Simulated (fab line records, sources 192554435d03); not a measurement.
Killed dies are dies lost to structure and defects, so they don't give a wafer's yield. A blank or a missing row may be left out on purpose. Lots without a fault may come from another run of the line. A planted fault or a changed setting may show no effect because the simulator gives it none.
Chamber matching | flow n5_finfet | N5_BEOL_M10_STRIP_36 on rie_diel-04: 4 sister chambers
The step strips in N2/H2. 4 wafers are shown with their chamber, then 7 later ones without.

WAFERS WITH THEIR CHAMBER
wafer  | chamber | showerhead_plenum_p_Torr (Torr)
L078.4 | 2       | 2.60
L080.2 | 3       | 2.61
L087.6 | 1       | 2.53
L086.5 | 0       | 2.71

WAFERS WITHOUT THEIR CHAMBER
wafer  | showerhead_plenum_p_Torr (Torr)
L086.6 | 2.60
L093.2 | 2.58
L093.4 | 2.52
L093.6 | 2.58
L095.2 | 2.70
L095.4 | 2.58
L095.6 | 2.70

WHICH CHAMBER EACH WENT THROUGH
wafer  | from the rows above     | in truth
L086.6 | can't be placed: 2 or 3 | 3
L093.2 | can't be placed: 2 or 3 | 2
L093.4 | 1                       | 1
L093.6 | can't be placed: 2 or 3 | 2
L095.2 | 0                       | 0
L095.4 | can't be placed: 2 or 3 | 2
L095.6 | 0                       | 0
Placed correctly: 3 of 7. Can't be placed from these rows: 4 (the true chamber is among the candidates in 4). Placed wrongly: 0.
How it was worked out, from the rows above alone: a wafer's distance from a chamber is the root of the sum, over the readings, of the square of ((its reading less the chamber's mean) divided by the reading's scatter). The wafer belongs to the nearest chamber; if the next one is less than 2 further off, it can't be placed. A chamber's mean is the mean of its shown wafers. The scatter: with one shown wafer a chamber, the root of the mean of the squares of how far each hidden wafer lies from its nearest shown one.
